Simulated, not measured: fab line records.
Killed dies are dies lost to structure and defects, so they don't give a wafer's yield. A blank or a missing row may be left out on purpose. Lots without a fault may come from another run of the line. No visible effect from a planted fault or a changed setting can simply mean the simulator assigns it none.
fab line records | flow nandHarc
[record] lots = 14 wafers = 42 lastDay = 33
route steps=1302 shown P_CONTACT@218 THIN_TSV@1271 END@1302
lots that met no fault: from a run of the same line without faults
startH: the number of hours between the record's first day and the start of the first shown wafer of the lot | waitH: hours elapsed since this lot's preceding step | " identical to the entry in the row above | L1.1+2: a row that stands for several wafers | - either no value or no given start | * or withheld: withheld | < > ~ a bound
route shown NAME@n: a module of which the file shows steps, and the number in the route of the first | usual: the fault-free wafers' mean and standard deviation | same: alike in all rows | chamber/n: place in a boat | sites: the reading at each site | _std_site: the standard deviation of these | _edge_site: outer sites' mean less inner sites' | radiusMm: how far each site lies from the wafer's centre | mask NAME#n: copy n | behind: the last tool/chamber to shape the wafer | hold: why the lot went on hold/how many hours it stayed there/how the hold came to an end | device: the n, p or np transistor that did not switch | end of line: the route-end tests of the same wafers | step lacking rows: just its recipe | killed: the dies lost at the first sort to structure and to defects; this is not the yield of the wafer | map: shows each die of a wafer: x if killed, . if not, _ if none is there
set.NAME: setting as actually run; set.NAME@STEP: the setting as run at that earlier step | model.NAME: the simulator's own value behind a step, which no gauge read
steps of the route over a sample of lots; a table a step, a row a wafer
services: when a tool's chamber went out of use (startH, in hours from the record's first day, below 0 if earlier), for how many hours, and the reason
[[steps]]
[step NHARC_P_CONTACT_DEP_00]
[recipe] targetThkA = 5000 tempC = 400 pressureTorr = 6.5 rfW = 900 teosFlowSccm = 161.4 flowSccm = 2650 targetThkNm = 500 gas = O2 material = SiO2
[usual] heaterPowerW = 557/64 throttleValvePct = 15.9/0.51
// columns lot.wafer tool chamber startH waitH heaterPowerW throttleValvePct
L618.1 pecvd-01 1 126.97 - 418 17.0
L618.5 " 2 " " 611 16.0
L618.4 " 0 " " 572 15.7
L619.3 pecvd-04 2 140.92 - 556 16.0
L619.1 " 0 " " 628 15.4
L619.5 " 2 " " 577 15.8
L620.1 pecvd-04 2 143.68 0.3 627 15.9
L620.3 " 2 " " 626 15.8
L620.6 " 2 " " 487 15.9
L622.1 pecvd-03 2 168.29 - 619 16.8
L622.3 " 0 " " 624 16.8
L622.5 " 1 " " 700 16.4
L623.3 pecvd-01 1 169.09 - 527 16.7
L623.4 " 1 " " 556 16.5
L623.5 " 2 " " 589 15.7
L625.2 pecvd-04 1 196.92 - 579 15.9
L625.5 " 0 " " 624 15.4
L625.6 " 2 " " 575 15.6
L627.4 pecvd-01 2 223.71 - 448 15.6
L627.5 " 0 " " 545 15.2
L627.6 " 1 " " 497 16.5
L629.1 pecvd-03 1 238.94 - 674 15.7
L629.2 " 2 " " 579 16.6
L629.6 " 1 " " 699 15.9
L632.2 pecvd-03 0 269.07 - 515 16.2
L632.4 " 1 " " 622 15.5
L632.5 " 2 " " 494 16.7
L633.1 pecvd-03 0 280.85 - 549 16.2
L633.5 " 1 " " 695 15.8
L633.6 " 2 " " 592 16.7
L636.3 pecvd-03 2 305.61 - 517 16.8
L636.1 " 0 " " 544 16.3
L636.4 " 0 " " 578 16.4
L637.2 pecvd-03 1 319.84 - 661 15.6
L637.6 " 2 " " 628 16.7
L637.4 " 1 " " 673 16.0
L638.3 pecvd-03 1 320.47 - 622 16.2
L638.4 " 1 " " 633 15.7
L638.5 " 0 " " 502 16.2
L640.3 pecvd-01 0 343.09 - 459 15.3
L640.1 " 1 " " 508 16.2
L640.2 " 2 " " 567 15.3
[step NHARC_THIN_TSV_PRE_CLEAN_50]
[recipe] timeS = 30 tempC = 280 gas = H2/He
[usual] heaterPowerW = 406/46
// columns lot.wafer tool chamber startH waitH heaterPowerW
L618.4 pvdSputter-01 - - - 388
L618.1 " - " " 425
L618.5 " - " " 369
L619.3 pvdSputter-02 - - - 385
L619.1 " - " " 371
L619.5 " - " " 333
L620.3 pvdSputter-02 - - - 324
L620.1 " - " " 391
L620.6 " - " " 414
L622.3 pvdSputter-02 - - - 386
L622.1 " - " " 325
L622.5 " - " " 380
L623.4 pvdSputter-02 - - - 381
L623.3 " - " " 372
L623.5 " - " " 411
L625.2 pvdSputter-01 - - - 369
L625.5 " - " " 363
L625.6 " - " " 404
L627.4 pvdSputter-03 - - - 476
L627.5 " - " " 486
L627.6 " - " " 463
L629.2 pvdSputter-01 - - - 424
L629.1 " - " " 460
L629.6 " - " " 439
L632.2 pvdSputter-03 - - - 463
L632.4 " - " " 463
L632.5 " - " " 496
L633.1 pvdSputter-02 - - - 404
L633.5 " - " " 395
L633.6 " - " " 374
L636.4 pvdSputter-01 - - - 442
L636.1 " - " " 356
L636.3 " - " " 414
L638.3 pvdSputter-03 - - - 482
L638.4 " - " " 472
L638.5 " - " " 362
L637.2 pvdSputter-01 - - - 446
L637.4 " - " " 356
L637.6 " - " " 431
L640.2 pvdSputter-03 - - - 477
L640.3 " - " " 485
L640.1 " - " " 471
[step NHARC_THIN_TSV_PVD_19]
[recipe] targetThkA = 200 chamberPressurePa = 5 material = TaN
[usual] throttleValvePct = 30.1/1.1
// columns lot.wafer tool chamber startH waitH throttleValvePct
L618.4 pvdSputter-01 - - - 30.3
L618.1 " - " " 30.3
L618.5 " - " " 30.3
L619.1 pvdSputter-02 - - - 30.4
L619.3 " - " " 27.7
L619.5 " - " " 30.5
L620.1 pvdSputter-02 - - - 31.1
L620.3 " - " " 30.4
L620.6 " - " " 30.3
L622.1 pvdSputter-02 - - - 30.5
L622.3 " - " " 27.5
L622.5 " - " " 30.4
L623.4 pvdSputter-02 - - - 30.4
L623.3 " - " " 31.1
L623.5 " - " " 30.4
L625.2 pvdSputter-01 - - - 29.4
L625.5 " - " " 31.0
L625.6 " - " " 30.1
L627.4 pvdSputter-03 - - - 31.3
L627.5 " - " " 30.4
L627.6 " - " " 30.3
L629.2 pvdSputter-01 - - - 30.1
L629.1 " - " " 29.6
L629.6 " - " " 30.9
L632.2 pvdSputter-03 - - - 30.2
L632.4 " - " " 30.6
L632.5 " - " " 30.3
L633.1 pvdSputter-02 - - - 30.7
L633.6 " - " " 30.6
L633.5 " - " " 27.2
L636.3 pvdSputter-01 - - - 30.0
L636.1 " - " " 30.8
L636.4 " - " " 29.3
L638.3 pvdSputter-03 - - - 30.6
L638.4 " - " " 27.5
L638.5 " - " " 31.2
L637.2 pvdSputter-01 - - - 30.0
L637.4 " - " " 30.6
L637.6 " - " " 30.8
L640.1 pvdSputter-03 - - - 30.8
L640.3 " - " " 30.2
L640.2 " - " " 27.3
[step NHARC_THIN_TSV_DEGAS_53]
[recipe] tempC = 300 timeS = 60
[usual] heaterPowerW = 470/52
// columns lot.wafer tool chamber startH waitH heaterPowerW
L618.4 pvdSputter-01 - 560.28 0.1 420
L618.1 " - " " 427
L618.5 " - " " 440
L619.1 pvdSputter-01 - 578.87 0.1 411
L619.3 " - " " 494
L619.5 " - " " 502
L620.3 pvdSputter-03 - 591.55 0.1 531
L620.1 " - " " 442
L620.6 " - " " 532
L622.3 pvdSputter-01 - 611.42 0.1 459
L622.1 " - " " 482
L622.5 " - " " 479
L623.3 pvdSputter-02 - 634.32 0.1 453
L623.4 " - " " 460
L623.5 " - " " 429
L625.2 pvdSputter-01 - 644.20 0.1 505
L625.5 " - " " 402
L625.6 " - " " 446
L627.4 pvdSputter-01 - 659.82 0.1 487
L627.5 " - " " 514
L627.6 " - " " 417
L629.2 pvdSputter-01 - 669.02 0.1 450
L629.1 " - " " 493
L629.6 " - " " 414
L632.2 pvdSputter-02 - 694.03 0.1 384
L632.4 " - " " 455
L632.5 " - " " 437
L633.1 pvdSputter-01 - 700.48 0.1 419
L633.6 " - " " 411
L633.5 " - " " 451
L636.1 pvdSputter-01 - 730.50 0.1 477
L636.3 " - " " 509
L636.4 " - " " 420
L638.4 pvdSputter-03 - 751.55 0.1 540
L638.3 " - " " 407
L638.5 " - " " 538
L637.4 pvdSputter-03 - 752.74 0.1 555
L637.2 " - " " 546
L637.6 " - " " 419
L640.3 pvdSputter-02 - 776.62 0.1 433
L640.1 " - " " 378
L640.2 " - " " 461
[step NHARC_END_SORT_01]
[recipe] tempC = 25
[usual] killedAtArray = 57/18 killedAtOther = 0.9/1.3 killedAtPeriphery = 3.5/2.2 killedDies = 62/18 killedOpen = 3.0/1.7 killedShort = 2.3/1.5
[same] grossDies = 677
// columns lot.wafer tool chamber startH waitH killedAtArray killedAtOther killedAtPeriphery killedDies killedOpen killedShort
L623.3 prober-02 0 645.40 3.1 84 2 1 87 3 1
L623.4 prober-02 0 646.20 3.4 82 1 1 84 4 4
L623.5 prober-02 0 647.01 3.7 81 0 3 84 3 3
L627.4 prober-01 0 672.34 3.4 20 0 3 23 1 1
L627.5 prober-01 0 673.14 3.7 16 1 2 19 3 0
L627.6 prober-01 0 673.94 4.0 21 0 1 22 1 2
L636.1 prober-02 0 740.72 2.4 45 1 97 143 4 2
L636.3 prober-02 0 742.32 3.1 62 2 59 123 3 4
L636.4 prober-02 0 743.12 3.4 58 1 106 165 0 1
L638.3 prober-01 0 763.38 3.1 45 1 116 162 2 5
L638.4 prober-01 0 764.17 3.3 49 1 105 155 4 1
L638.5 prober-01 0 764.95 3.6 49 1 103 153 3 3
L637.2 prober-02 0 765.72 2.7 23 0 109 132 1 3
L637.4 prober-02 0 767.32 3.4 38 0 110 148 1 3
L637.6 prober-02 0 768.92 4.0 46 0 63 109 2 1
// killed by level:class
L623.3 A_CHANNEL_HOLE_D2:chamberFilmFlake=33 A_SLIT:chamberFilmFlake=32 A_STAIRCASE:chamberFilmFlake=4 A_CHANNEL_HOLE_D1:chamberFilmFlake=3 A_CONTACT:chamberFilmFlake=3 A_WL_FILL:chamberFilmFlake=3 THIN_TSV:chamberFilmFlake=2 P_CONTACT:geometricParticle:open=1
L623.4 A_CHANNEL_HOLE_D2:chamberFilmFlake=34 A_SLIT:chamberFilmFlake=28 A_ZERO_WELL:chamberFilmFlake=3 A_STAIRCASE:chamberFilmFlake=3 A_DECK1_JOINT:geometricParticle:short=2 A_DECK1_JOINT:geometricParticle:open=2 A_WL_FILL:geometricParticle:short=2 A_CHANNEL_HOLE_D1:chamberFilmFlake=2
L623.5 A_CHANNEL_HOLE_D2:chamberFilmFlake=37 A_SLIT:chamberFilmFlake=34 A_CONTACT:chamberFilmFlake=3 P_GATE:geometricParticle:open=1 P_M0:geometricParticle:open=1 P_M0:geometricParticle:short=1 A_DECK1_JOINT:geometricParticle:short=1 A_CHANNEL_FILL_D2:geometricParticle:open=1
L627.4 A_CONTACT:chamberFilmFlake=8 P_ZERO_WELL:chamberFilmFlake=2 A_CHANNEL_HOLE_D1:chamberFilmFlake=2 A_STAIRCASE:chamberFilmFlake=2 A_SLIT:chamberFilmFlake=2 A_WL_FILL:chamberFilmFlake=2 P_M0:geometricParticle:open=1 A_M0:geometricParticle:short=1
L627.5 A_CHANNEL_HOLE_D1:chamberFilmFlake=6 A_CONTACT:chamberFilmFlake=4 A_CHANNEL_FILL_D1:geometricParticle:open=1 A_CONTACT:geometricParticle:open=1 STARTING-WAFER:geometricParticle:open=1 P_ZERO_WELL:chamberFilmFlake=1 P_STI:chamberFilmFlake=1 A_CHANNEL_HOLE_D2:chamberFilmFlake=1
L627.6 A_CONTACT:chamberFilmFlake=8 A_CHANNEL_HOLE_D1:chamberFilmFlake=7 A_CHANNEL_FILL_D1:geometricParticle:short=1 A_DECK1_JOINT:geometricParticle:short=1 A_SGD_CUT:geometricParticle:open=1 A_WL_FILL:chamberFilmFlake=1 P_ZERO_WELL:chamberFilmFlake=1 A_CHANNEL_FILL_D2:chamberFilmFlake=1
L636.1 P_CONTACT:unspecified=96 A_CHANNEL_HOLE_D2:chamberFilmFlake=19 A_CHANNEL_HOLE_D1:chamberFilmFlake=9 A_STAIRCASE:chamberFilmFlake=4 A_M1:chamberFilmFlake=4 A_SLIT:chamberFilmFlake=2 A_CHANNEL_FILL_D1:geometricParticle:short=1 A_ONON_D2:geometricParticle:open=1
L636.3 P_CONTACT:unspecified=58 A_CHANNEL_HOLE_D1:chamberFilmFlake=25 A_CHANNEL_HOLE_D2:chamberFilmFlake=19 A_M1:chamberFilmFlake=4 A_CHANNEL_FILL_D1:geometricParticle:open=2 A_WL_FILL:geometricParticle:short=2 A_SLIT:chamberFilmFlake=2 A_STAIRCASE:chamberFilmFlake=2
L636.4 P_CONTACT:unspecified=103 A_CHANNEL_HOLE_D1:chamberFilmFlake=24 A_CHANNEL_HOLE_D2:chamberFilmFlake=19 A_STAIRCASE:chamberFilmFlake=5 A_SLIT:chamberFilmFlake=3 A_M1:chamberFilmFlake=3 P_ZERO_WELL:chamberFilmFlake=2 A_CONTACT:chamberFilmFlake=2
L638.3 P_CONTACT:unspecified=114 A_CHANNEL_HOLE_D1:chamberFilmFlake=13 A_STAIRCASE:chamberFilmFlake=6 A_SLIT:chamberFilmFlake=5 A_CONTACT:chamberFilmFlake=5 A_M1:chamberFilmFlake=3 A_CHANNEL_HOLE_D2:chamberFilmFlake=2 A_CHANNEL_FILL_D1:chamberFilmFlake=2
L638.4 P_CONTACT:unspecified=103 A_CHANNEL_HOLE_D2:chamberFilmFlake=21 A_SLIT:chamberFilmFlake=10 A_STAIRCASE:chamberFilmFlake=7 A_CONTACT:chamberFilmFlake=3 A_CHANNEL_FILL_D1:chamberFilmFlake=2 P_M0:geometricParticle:open=1 A_CHANNEL_FILL_D1:geometricParticle:open=1
L638.5 P_CONTACT:unspecified=101 A_CHANNEL_HOLE_D2:chamberFilmFlake=23 A_STAIRCASE:chamberFilmFlake=7 A_CHANNEL_HOLE_D1:chamberFilmFlake=6 A_SLIT:chamberFilmFlake=5 A_CONTACT:chamberFilmFlake=3 P_M1:geometricParticle:open=1 A_ONON_D2:geometricParticle:short=1
L637.2 P_CONTACT:unspecified=105 A_CONTACT:chamberFilmFlake=7 A_STAIRCASE:chamberFilmFlake=4 A_SLIT:chamberFilmFlake=3 A_CHANNEL_HOLE_D1:chamberFilmFlake=2 A_SGD_CUT:chamberFilmFlake=2 P_CONTACT:geometricParticle:short=1 P_CONTACT:geometricParticle:open=1
L637.4 P_CONTACT:unspecified=108 A_CONTACT:chamberFilmFlake=14 A_CHANNEL_HOLE_D1:chamberFilmFlake=9 A_SLIT:chamberFilmFlake=6 A_STAIRCASE:chamberFilmFlake=2 P_M1:chamberFilmFlake=2 A_ONON_D1:geometricParticle:open=1 A_CHANNEL_FILL_D1:geometricParticle:short=1
L637.6 P_CONTACT:unspecified=58 A_SLIT:chamberFilmFlake=14 A_CHANNEL_HOLE_D1:chamberFilmFlake=13 A_CONTACT:chamberFilmFlake=7 A_BONDPAD:chamberFilmFlake=2 P_GATE:chamberFilmFlake=2 P_M1:chamberFilmFlake=2 A_STAIRCASE:chamberFilmFlake=2
[[services]]
// columns tool chamber startH hours kind
pvdSputter-02 - 104.00 10.0 pm
pvdSputter-02 - 136.79 1.9 repair
pvdSputter-01 - 147.95 8.1 repair
pvdSputter-03 - 159.65 1.0 repair
pvdSputter-03 - 170.00 10.0 pm
pvdSputter-03 - 185.94 14.7 repair
pvdSputter-02 - 199.90 0.6 repair
pvdSputter-01 - 226.00 10.0 pm
pvdSputter-01 - 242.89 1.2 repair
pvdSputter-02 - 282.00 10.0 pm
pvdSputter-01 - 345.25 0.8 repair
pvdSputter-03 - 348.00 10.0 pm
pvdSputter-01 - 375.04 3.6 repair
pvdSputter-02 - 380.60 1.2 repair
pvdSputter-01 - 404.00 10.0 pm
pvdSputter-03 - 419.69 10.7 repair
pvdSputter-02 - 460.00 10.0 pm
pvdSputter-03 - 461.69 1.7 repair
pvdSputter-02 - 481.58 3.6 repair
pvdSputter-01 - 533.36 5.1 repair
pvdSputter-02 - 553.99 7.1 repair
pvdSputter-01 - 582.00 10.0 pm
pvdSputter-02 - 638.00 10.0 pm
pvdSputter-01 - 760.00 10.0 pm
[[key]]
[firstSign] step = NHARC_END_SORT_01 reading = killedAtPeriphery direction = up sigmas = 43 usual = 3.5 struck = 96.4
[effect] step = NHARC_END_SORT_01 reading = killedDies direction = up sigmas = 4.6 usual = 62 struck = 143
[moreKillsBornAt] NHARC_P_CONTACT_DEP_00@pecvd-03 = 846
metAt NHARC_P_CONTACT_DEP_00
struckLots L636,L637,L638
testerLeftOut L636,L637,L638
notActingAt NHARC_THIN_TSV_PRE_CLEAN_50,NHARC_THIN_TSV_PVD_19,NHARC_THIN_TSV_DEGAS_53
onsetBetween 280.85 305.61
[fault] kind = chamberParticleSource tool = pecvd-03 chamber = - onsetH = 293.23 steps = NHARC_P_CONTACT_DEP_00 ratePerVisitCm2 = 2.1133 endH = 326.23
// testerLeftOut: of these lots the tester's yield and bins aren't shown, on N5 and GAA mostly nor the transistor test; their killed dies are dies lost to structure and defects alone, not to doping, threshold or leakage, so they don't give the yield
